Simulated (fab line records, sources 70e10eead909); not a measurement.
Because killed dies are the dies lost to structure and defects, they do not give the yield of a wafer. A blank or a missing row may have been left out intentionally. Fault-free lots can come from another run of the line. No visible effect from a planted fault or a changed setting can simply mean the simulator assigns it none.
What tool caused it? || flow nand-harc || 12 lots, 36 wafers sampled, at 6 steps of a route of 1159

## WHAT THE GAUGES SHOWED, per wafer
NHARC_A_CHANNEL_HOLE_D1_CD_MEAS_18.
{"lot": "L561", "measured": "day 8 03:41", "on": "cd-sem-03", "cd-nm (nm)": "98 101 97"}
{"lot": "L562", "measured": "day 9 00:23", "on": "cd-sem-01", "cd-nm (nm)": "104 97 92"}
{"lot": "L568", "measured": "day 10 13:44", "on": "cd-sem-01", "cd-nm (nm)": "98 95 94"}
{"lot": "L572", "measured": "day 11 12:19", "on": "cd-sem-02", "cd-nm (nm)": "103 98 98"}
{"lot": "L571", "measured": "day 11 12:46", "on": "cd-sem-01", "cd-nm (nm)": "99 99 103"}
{"lot": "L575", "measured": "day 12 00:35", "on": "cd-sem-01", "cd-nm (nm)": "104 102 100"}
{"lot": "L577", "measured": "day 12 08:28", "on": "cd-sem-01", "cd-nm (nm)": "95 99 97"}
{"lot": "L578", "measured": "day 12 16:54", "on": "cd-sem-01", "cd-nm (nm)": "100 102 98"}
{"lot": "L579", "measured": "day 12 20:35", "on": "cd-sem-01", "cd-nm (nm)": "100 102 103"}
{"lot": "L580", "measured": "day 13 11:27", "on": "cd-sem-03", "cd-nm (nm)": "97 99 96"}
{"lot": "L582", "measured": "day 13 19:41", "on": "cd-sem-01", "cd-nm (nm)": "101 102 99"}
{"lot": "L583", "measured": "day 13 20:55", "on": "cd-sem-01", "cd-nm (nm)": "104 107 99"}

NHARC_A_CHANNEL_HOLE_D1_INSPECT_40.
{"lot": "L561", "measured": "day 8 09:28", "on": "defect-inspect-01", "raw-defect-count": "57 49 32"}
{"lot": "L562", "measured": "day 9 06:11", "on": "defect-inspect-02", "raw-defect-count": "84 66 61"}
{"lot": "L568", "measured": "day 10 22:07", "on": "defect-inspect-01", "raw-defect-count": "291 278 292"}
{"lot": "L572", "measured": "day 11 18:04", "on": "defect-inspect-01", "raw-defect-count": "32 38 30"}
{"lot": "L571", "measured": "day 11 18:32", "on": "defect-inspect-02", "raw-defect-count": "304 293 318"}
{"lot": "L575", "measured": "day 12 06:23", "on": "defect-inspect-02", "raw-defect-count": "28 28 35"}
{"lot": "L577", "measured": "day 12 14:16", "on": "defect-inspect-02", "raw-defect-count": "53 39 58"}
{"lot": "L578", "measured": "day 12 22:41", "on": "defect-inspect-01", "raw-defect-count": "76 37 53"}
{"lot": "L579", "measured": "day 13 02:50", "on": "defect-inspect-02", "raw-defect-count": "48 51 60"}
{"lot": "L580", "measured": "day 13 17:14", "on": "defect-inspect-01", "raw-defect-count": "56 44 61"}
{"lot": "L582", "measured": "day 14 01:37", "on": "defect-inspect-01", "raw-defect-count": "47 50 39"}
{"lot": "L583", "measured": "day 14 05:37", "on": "defect-inspect-01", "raw-defect-count": "55 49 57"}

NHARC_END_SORT_01.
{"lot": "L568", "measured": "day 21 17:05", "on": "prober-02", "killed-at-array": "93 96 101", "killed-at-other": "1 1 0", "killed-at-periphery": "2 0 4", "killed-dies": "96 97 105", "killed-open": "0 2 4", "killed-short": "2 1 4"}
{"lot": "L572", "measured": "day 22 06:01", "on": "prober-01", "killed-at-array": "13 20 17", "killed-at-other": "0 1 1", "killed-at-periphery": "4 3 4", "killed-dies": "17 24 22", "killed-open": "3 3 3", "killed-short": "3 7 0"}
{"lot": "L571", "measured": "day 22 07:40", "on": "prober-02", "killed-at-array": "85 95 97", "killed-at-other": "0 0 0", "killed-at-periphery": "2 3 1", "killed-dies": "87 98 98", "killed-open": "3 4 3", "killed-short": "0 6 0"}
{"lot": "L580", "measured": "day 24 22:20", "on": "prober-02", "killed-at-array": "24 31 34", "killed-at-other": "0 0 0", "killed-at-periphery": "3 3 2", "killed-dies": "27 34 36", "killed-open": "3 3 2", "killed-short": "1 3 2"}

## WHICH TOOL RAN EACH LOT (tool, then ch and the chambers of the sampled wafers, then the start)
{"lot": "L561", "NHARC_A_CHANNEL_HOLE_D1_ETCH_16": "rie-diel-12 ch 0,1,2, day 8 03:41 or earlier", "NHARC_A_CHANNEL_HOLE_D1_ETCH_20": "har-etch-01 ch 0,1, day 8 03:52", "NHARC_A_CHANNEL_FILL_D1_ALD_02": "ald-hk-04 ch 1,2,3, day 8 10:01"}
{"lot": "L562", "NHARC_A_CHANNEL_HOLE_D1_ETCH_16": "rie-diel-05 ch 0,1,3, day 9 00:23 or earlier", "NHARC_A_CHANNEL_HOLE_D1_ETCH_20": "har-etch-01 ch 0, day 9 00:38", "NHARC_A_CHANNEL_FILL_D1_ALD_02": "ald-hk-01 ch 2,3, day 9 06:22"}
{"lot": "L568", "NHARC_A_CHANNEL_HOLE_D1_ETCH_16": "rie-diel-11 ch 0,1,3, day 10 13:44 or earlier", "NHARC_A_CHANNEL_HOLE_D1_ETCH_20": "har-etch-01 ch 0,1, day 10 16:31", "NHARC_A_CHANNEL_FILL_D1_ALD_02": "ald-hk-04 ch 1,2, day 10 22:51"}
{"lot": "L572", "NHARC_A_CHANNEL_HOLE_D1_ETCH_16": "rie-diel-11 ch 1,3, day 11 12:19 or earlier", "NHARC_A_CHANNEL_HOLE_D1_ETCH_20": "har-etch-02 ch 0,1, day 11 12:33", "NHARC_A_CHANNEL_FILL_D1_ALD_02": "ald-hk-01 ch 2,3, day 11 19:58"}
{"lot": "L571", "NHARC_A_CHANNEL_HOLE_D1_ETCH_16": "rie-diel-05 ch 1,2, day 11 12:46 or earlier", "NHARC_A_CHANNEL_HOLE_D1_ETCH_20": "har-etch-01 ch 0,1, day 11 13:04", "NHARC_A_CHANNEL_FILL_D1_ALD_02": "ald-hk-01 ch 0,1,2, day 11 20:37"}
{"lot": "L575", "NHARC_A_CHANNEL_HOLE_D1_ETCH_16": "rie-diel-12 ch 0,2, day 12 00:35 or earlier", "NHARC_A_CHANNEL_HOLE_D1_ETCH_20": "har-etch-02 ch 0,1, day 12 00:50", "NHARC_A_CHANNEL_FILL_D1_ALD_02": "ald-hk-04 ch 0,2, day 12 06:35"}
{"lot": "L577", "NHARC_A_CHANNEL_HOLE_D1_ETCH_16": "rie-diel-05 ch 1,2, day 12 08:28 or earlier", "NHARC_A_CHANNEL_HOLE_D1_ETCH_20": "har-etch-02 ch 0,1, day 12 08:40", "NHARC_A_CHANNEL_FILL_D1_ALD_02": "ald-hk-02 ch 0,3, day 12 14:29"}
{"lot": "L578", "NHARC_A_CHANNEL_HOLE_D1_ETCH_16": "rie-diel-05 ch 1,2, day 12 16:54 or earlier", "NHARC_A_CHANNEL_HOLE_D1_ETCH_20": "har-etch-02 ch 0,1, day 12 17:08", "NHARC_A_CHANNEL_FILL_D1_ALD_02": "ald-hk-01 ch 1,2, day 12 23:25"}
{"lot": "L579", "NHARC_A_CHANNEL_HOLE_D1_ETCH_16": "rie-diel-12 ch 0,1,2, day 12 20:35 or earlier", "NHARC_A_CHANNEL_HOLE_D1_ETCH_20": "har-etch-02 ch 0,1, day 12 21:14", "NHARC_A_CHANNEL_FILL_D1_ALD_02": "ald-hk-01 ch 0,2,3, day 13 03:03"}
{"lot": "L580", "NHARC_A_CHANNEL_HOLE_D1_ETCH_16": "rie-diel-05 ch 0,1,3, day 13 11:27 or earlier", "NHARC_A_CHANNEL_HOLE_D1_ETCH_20": "har-etch-02 ch 0,1, day 13 11:45", "NHARC_A_CHANNEL_FILL_D1_ALD_02": "ald-hk-04 ch 2,3, day 13 17:26"}
{"lot": "L582", "NHARC_A_CHANNEL_HOLE_D1_ETCH_16": "rie-diel-05 ch 0,2,3, day 13 19:41 or earlier", "NHARC_A_CHANNEL_HOLE_D1_ETCH_20": "har-etch-02 ch 0,1, day 13 19:55", "NHARC_A_CHANNEL_FILL_D1_ALD_02": "ald-hk-01 ch 0,3, day 14 01:49"}
{"lot": "L583", "NHARC_A_CHANNEL_HOLE_D1_ETCH_16": "rie-diel-12 ch 1,2,3, day 13 20:55 or earlier", "NHARC_A_CHANNEL_HOLE_D1_ETCH_20": "har-etch-02 ch 0,1, day 14 00:08", "NHARC_A_CHANNEL_FILL_D1_ALD_02": "ald-hk-02 ch 0,1,3, day 14 05:52"}
- NHARC_A_CHANNEL_HOLE_D1_ETCH_16: etches the open film in O2/COS, target depth 3100 nm, time 806 s.
- NHARC_A_CHANNEL_HOLE_D1_ETCH_20: etches the open film in C4F8/O2/Ar, time 361.9 s, target depth 1600 nm.
- NHARC_A_CHANNEL_FILL_D1_ALD_02: deposits SiO2, target thk 6 nm, pulse time 10 s, ald cycles 60.

## AS READ BY THE TOOLS THEMSELVES (means over the sampled wafers that have a number; for cases with no such wafer, the mark the record gives instead)
NHARC_A_CHANNEL_HOLE_D1_ETCH_16.
{"lot": "L561", "tool": "rie-diel-12", "drypump-motor-current-A (A)": 5.5, "oes-product-au (a.u.)": 0.996, "rf-vpp-V (V)": 315.0, "showerhead-plenum-p-Torr (Torr)": 3.15, "throttle-valve-pct (%)": 28.328}
{"lot": "L562", "tool": "rie-diel-05", "drypump-motor-current-A (A)": 5.8, "oes-product-au (a.u.)": 0.994, "rf-vpp-V (V)": 312.3, "showerhead-plenum-p-Torr (Torr)": 3.01, "throttle-valve-pct (%)": 28.329}
{"lot": "L568", "tool": "rie-diel-11", "drypump-motor-current-A (A)": 5.9, "oes-product-au (a.u.)": 1.003, "rf-vpp-V (V)": 313.5, "showerhead-plenum-p-Torr (Torr)": 3.10, "throttle-valve-pct (%)": 28.341}
{"lot": "L572", "tool": "rie-diel-11", "drypump-motor-current-A (A)": 6.0, "oes-product-au (a.u.)": 0.994, "rf-vpp-V (V)": 313.8, "showerhead-plenum-p-Torr (Torr)": 3.08, "throttle-valve-pct (%)": 28.327}
{"lot": "L571", "tool": "rie-diel-05", "drypump-motor-current-A (A)": 5.2, "oes-product-au (a.u.)": 0.993, "rf-vpp-V (V)": 312.7, "showerhead-plenum-p-Torr (Torr)": 3.01, "throttle-valve-pct (%)": 28.323}
{"lot": "L575", "tool": "rie-diel-12", "drypump-motor-current-A (A)": 5.6, "oes-product-au (a.u.)": 0.998, "rf-vpp-V (V)": 314.4, "showerhead-plenum-p-Torr (Torr)": 3.13, "throttle-valve-pct (%)": 28.330}
{"lot": "L577", "tool": "rie-diel-05", "drypump-motor-current-A (A)": 5.2, "oes-product-au (a.u.)": 0.992, "rf-vpp-V (V)": 312.7, "showerhead-plenum-p-Torr (Torr)": 3.01, "throttle-valve-pct (%)": 28.322}
{"lot": "L578", "tool": "rie-diel-05", "drypump-motor-current-A (A)": 5.2, "oes-product-au (a.u.)": 0.996, "rf-vpp-V (V)": 313.1, "showerhead-plenum-p-Torr (Torr)": 3.01, "throttle-valve-pct (%)": 28.331}
{"lot": "L579", "tool": "rie-diel-12", "drypump-motor-current-A (A)": 5.6, "oes-product-au (a.u.)": 0.994, "rf-vpp-V (V)": 314.0, "showerhead-plenum-p-Torr (Torr)": 3.14, "throttle-valve-pct (%)": 28.329}
{"lot": "L580", "tool": "rie-diel-05", "drypump-motor-current-A (A)": 5.8, "oes-product-au (a.u.)": 1.001, "rf-vpp-V (V)": 312.0, "showerhead-plenum-p-Torr (Torr)": 3.00, "throttle-valve-pct (%)": 28.328}
{"lot": "L582", "tool": "rie-diel-05", "drypump-motor-current-A (A)": 5.5, "oes-product-au (a.u.)": 0.991, "rf-vpp-V (V)": 312.3, "showerhead-plenum-p-Torr (Torr)": 3.01, "throttle-valve-pct (%)": 28.332}
{"lot": "L583", "tool": "rie-diel-12", "drypump-motor-current-A (A)": 5.5, "oes-product-au (a.u.)": 1.005, "rf-vpp-V (V)": 314.8, "showerhead-plenum-p-Torr (Torr)": 3.20, "throttle-valve-pct (%)": 28.329}

NHARC_A_CHANNEL_HOLE_D1_ETCH_20.
{"lot": "L561", "tool": "har-etch-01", "drypump-motor-current-A (A)": 6.09, "showerhead-plenum-p-Torr (Torr)": 3.69, "throttle-valve-pct (%)": 32.153}
{"lot": "L562", "tool": "har-etch-01", "drypump-motor-current-A (A)": 6.25, "showerhead-plenum-p-Torr (Torr)": 3.73, "throttle-valve-pct (%)": 32.155}
{"lot": "L568", "tool": "har-etch-01", "drypump-motor-current-A (A)": 5.94, "showerhead-plenum-p-Torr (Torr)": 3.63, "throttle-valve-pct (%)": 32.158}
{"lot": "L572", "tool": "har-etch-02", "drypump-motor-current-A (A)": 5.87, "showerhead-plenum-p-Torr (Torr)": 3.77, "throttle-valve-pct (%)": 32.148}
{"lot": "L571", "tool": "har-etch-01", "drypump-motor-current-A (A)": 5.94, "showerhead-plenum-p-Torr (Torr)": 3.62, "throttle-valve-pct (%)": 32.163}
{"lot": "L575", "tool": "har-etch-02", "drypump-motor-current-A (A)": 5.82, "showerhead-plenum-p-Torr (Torr)": 3.76, "throttle-valve-pct (%)": 32.158}
{"lot": "L577", "tool": "har-etch-02", "drypump-motor-current-A (A)": 6.03, "showerhead-plenum-p-Torr (Torr)": 3.80, "throttle-valve-pct (%)": 32.153}
{"lot": "L578", "tool": "har-etch-02", "drypump-motor-current-A (A)": 5.86, "showerhead-plenum-p-Torr (Torr)": 3.76, "throttle-valve-pct (%)": 32.162}
{"lot": "L579", "tool": "har-etch-02", "drypump-motor-current-A (A)": 5.84, "showerhead-plenum-p-Torr (Torr)": 3.76, "throttle-valve-pct (%)": 32.145}
{"lot": "L580", "tool": "har-etch-02", "drypump-motor-current-A (A)": 5.85, "showerhead-plenum-p-Torr (Torr)": 3.75, "throttle-valve-pct (%)": 32.152}
{"lot": "L582", "tool": "har-etch-02", "drypump-motor-current-A (A)": 6.00, "showerhead-plenum-p-Torr (Torr)": 3.79, "throttle-valve-pct (%)": 32.154}
{"lot": "L583", "tool": "har-etch-02", "drypump-motor-current-A (A)": 5.87, "showerhead-plenum-p-Torr (Torr)": 3.75, "throttle-valve-pct (%)": 32.151}

NHARC_A_CHANNEL_FILL_D1_ALD_02.
{"lot": "L561", "tool": "ald-hk-04", "heater-power-w (W)": 436, "precursor-pulse-height-rel": 1.000}
{"lot": "L562", "tool": "ald-hk-01", "heater-power-w (W)": 500, "precursor-pulse-height-rel": 1.004}
{"lot": "L568", "tool": "ald-hk-04", "heater-power-w (W)": 415, "precursor-pulse-height-rel": 1.022}
{"lot": "L572", "tool": "ald-hk-01", "heater-power-w (W)": 511, "precursor-pulse-height-rel": 1.015}
{"lot": "L571", "tool": "ald-hk-01", "heater-power-w (W)": 489, "precursor-pulse-height-rel": 1.004}
{"lot": "L575", "tool": "ald-hk-04", "heater-power-w (W)": 423, "precursor-pulse-height-rel": 1.001}
{"lot": "L577", "tool": "ald-hk-02", "heater-power-w (W)": 499, "precursor-pulse-height-rel": 0.982}
{"lot": "L578", "tool": "ald-hk-01", "heater-power-w (W)": 477, "precursor-pulse-height-rel": 1.007}
{"lot": "L579", "tool": "ald-hk-01", "heater-power-w (W)": 506, "precursor-pulse-height-rel": 1.007}
{"lot": "L580", "tool": "ald-hk-04", "heater-power-w (W)": 440, "precursor-pulse-height-rel": 1.012}
{"lot": "L582", "tool": "ald-hk-01", "heater-power-w (W)": 521, "precursor-pulse-height-rel": 1.012}
{"lot": "L583", "tool": "ald-hk-02", "heater-power-w (W)": 452, "precursor-pulse-height-rel": 1.001}

## THE ANSWER, worked out from the rows above alone
Rule: the lots themselves supply what counts as usual. The widest of any qualifying gaps counts: lots, ordered by their means at a reading, are off when they make up no more than a third of the lots, leave a main group of 4 or more, and stand apart from it by 3 or more times the standard deviation of that group's means. A main group is skipped when, at the precision printed for the reading in the tables above, its means are all equal. Also off: a lot with no number at a reading for which 4 or more lots have one. Where the step has rows for the other lots, those lots are counted as sound. First the gauges in route order, then the tools' own readings, where a lot's mean is used as printed above. The first step at which some lot is off is used, and at that step the reading that is off furthest; a lot without a number counts as furthest.
Off at NHARC_A_CHANNEL_HOLE_D1_INSPECT_40 (raw-defect-count): L568, L571. For the main group the mean is 49 and the standard deviation 11.
A tool fits if, at a process step before that reading, it ran every lot that is off, and no sound lot after the first of them. The gauges at NHARC_A_CHANNEL_HOLE_D1_INSPECT_40 are tried like those tools. With no start given for some of its lots, NHARC_A_CHANNEL_HOLE_D1_ETCH_16 uses the hours and lot order of NHARC_A_CHANNEL_HOLE_D1_CD_MEAS_18. One fits: har-etch-01 at NHARC_A_CHANNEL_HOLE_D1_ETCH_20. Its last sound lot is L562 (day 9 00:38), its first lot that is off L568 (day 10 16:31): a fault that began between those two fits.

## WHAT WAS PUT IN BY THE SIMULATOR
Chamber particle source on har-etch-01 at NHARC_A_CHANNEL_HOLE_D1_ETCH_20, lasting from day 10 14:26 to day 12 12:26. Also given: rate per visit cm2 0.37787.
Shown lots that were struck: L568, L571. The rule given above showed the same thing.
